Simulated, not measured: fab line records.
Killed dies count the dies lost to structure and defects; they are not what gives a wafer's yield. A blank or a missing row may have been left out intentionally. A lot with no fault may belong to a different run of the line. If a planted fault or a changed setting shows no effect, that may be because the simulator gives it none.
Split-lot study	flow n5Finfet	21 wafers read across 7 lots, on a route 1938 steps long

THE SPLIT ITSELF
At N5_BEOL_M10_TRENCH_ETCH_37 (etches SiCOH lowk in C4F6/O2, target depth 148.83 nm, time 48 s), the setting timeS was moved away from the recipe's 48 s on 6 of the 21 wafers read, by -17.5% to +6.8%. The other wafers ran this setting at the recipe's value.

FROM THE SPLIT TO THE READING: what the file shows between them, 11 steps
- N5_BEOL_M10_ETCH_41: etches SiCN in CH3F/O2, target depth 42.6 nm, time 86 s (also split here: sourceW)
- N5_BEOL_M10_STRIP_77: strips in N2/H2, time 10 s
- N5_BEOL_M10_OCD_MEAS_38
- N5_BEOL_M10_HM_STRIP_39: strips TiN in peroxide tin strip, target depth 25 nm, time 158 s
- N5_BEOL_M10_SRD_40: time 30 s
- N5_BEOL_M10_ECD_50: material Cu, target thk 318 nm
- N5_BEOL_M10_ANNEAL_51: time 90 s
- N5_BEOL_M10_CMP_52: polishes, stops on SiCOH lowk, t overpolish 7 s, target thk 140 nm
- N5_BEOL_M10_THK_MEAS_53: measures by xrf
- N5_BEOL_M10_PRE_CLEAN_55: time 15 s
- N5_BEOL_M10_DEP_56: deposits SiCN from 3MS/NH3, target thk 15 nm, time 26.5 s

THE READING
At N5_BEOL_M10_RS_MEAS_57, a four-point-probe measurement gives M10_RS in ohm/sq. A value of 0.152 ohm/sq with a standard deviation of 0.0041 ohm/sq is what fault-free wafers of this fab line usually give.

wafer	tool, chamber at the split	timeS as run, s	against the recipe	M10_RS, ohm/sq	against lot-mates on the recipe
L080.2	rieDiel-06, 1	39.61	-17.5%	0.187	+0.037
L080.3	rieDiel-06, 3	48	recipe	0.152	-
L080.4	rieDiel-06, 2	48	recipe	0.149	-
L084.1	rieDiel-06, 1	48	recipe	0.151	-
L084.3	rieDiel-06, 3	48	recipe	0.156	-
L084.4	rieDiel-06, 0	48	recipe	0.157	-
L091.2	rieDiel-01, 0	51.26	+6.8%	0.138	-0.007
L091.4	rieDiel-01, 3	51.26	+6.8%	0.138	-0.007
L091.6	rieDiel-01, 2	48	recipe	0.145	-
L093.1	rieDiel-05, 0	48	recipe	0.154	-
L093.3	rieDiel-05, 1	39.97	-16.7%	0.182	+0.028
L093.5	rieDiel-05, 3	39.97	-16.7%	0.185	+0.031
L095.1	rieDiel-05, 0	48	recipe	0.155	-
L095.3	rieDiel-05, 2	48	recipe	0.151	-
L095.6	rieDiel-05, 3	48	recipe	0.153	-
L096.1	rieDiel-05, 0	48	recipe	0.155	-
L096.2	rieDiel-05, 1	41.45	-13.6%	0.177	+0.022
L096.4	rieDiel-05, 0	48	recipe	0.154	-
L097.1	rieDiel-06, 2	48	recipe	0.147	-
L097.2	rieDiel-06, 0	48	recipe	0.159	-
L097.3	rieDiel-06, 3	48	recipe	0.151	-

THE FIT
A straight line over all 21 wafers: M10_RS changes by -0.00191 ohm/sq for each +1% of timeS; r = -0.97; the points scatter about the line by 0.0033 ohm/sq.
The same after taking each lot's own level away (the mean of its wafers on the recipe; 21 wafers): -0.00174 ohm/sq for each +1%; r = -0.97; scatter 0.0031 ohm/sq.
Per that fit: largest timeS move, reading shift of 0.03 ohm/sq.
From 0.1450 to 0.1547 ohm/sq: that is the span of the lots' own levels, equal to 2.4 times the standard deviation above.
Consequently the slope shifts little with the lot-to-lot level, the two slopes agreeing.
Check: with one of the wafers moved furthest among these (-17.5%) left out of the fit, the line predicts +0.0292 ohm/sq for it against its lot-mates. It came out at +0.0365 ohm/sq against them.

FURTHER SPLITS ON THESE WAFERS
Before the reading, these wafers also passed through other splits. Each is held against what the fit with the lots' levels taken away leaves over:
other split on the same wafers	wafers away from the commonest value	r with M10_RS (lot level and that fit taken away)
N5_BEOL_M9_EXPOSE_08 doseMj	5	+0.16
N5_BEOL_M10_ETCH_41 sourceW	9	+0.03

THE WHOLE CHAIN: every reading that the file lists as answering this split, in the file's order
step	what it does	reading	change (the file's fit)	r (the file's)
N5_BEOL_M10_TRENCH_ETCH_37	etches SiCOH lowk in C4F6/O2, target depth 148.83 nm, time 48 s	BEOL_M10.featureDepthNm (the simulator's own value, which no gauge read)	+1.27 nm for each +1% of the setting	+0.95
N5_BEOL_M10_TRENCH_ETCH_37	etches SiCOH lowk in C4F6/O2, target depth 148.83 nm, time 48 s	etch.depthNm (the simulator's own value, which no gauge read)	+1.27 nm for each +1% of the setting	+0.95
N5_BEOL_M10_OCD_MEAS_38		trenchDepthNm	+1.27 nm for each +1% of the setting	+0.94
N5_BEOL_M10_CMP_52	polishes, stops on SiCOH lowk, t overpolish 7 s, target thk 140 nm	Cu_of_BEOL_M10_ECD_50.thkNm (the simulator's own value, which no gauge read)	+1.27 nm for each +1% of the setting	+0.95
N5_BEOL_M10_THK_MEAS_53	measures by xrf	M10_THK	+1.27 for each +1% of the setting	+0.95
N5_BEOL_M10_RS_MEAS_57	measures by four-point-probe	M10_RS	-0.00183 for each +1% of the setting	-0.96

FILE'S OWN FIT
M10_RS changes by -0.00183 ohm/sq for each +1% of timeS, r = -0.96.
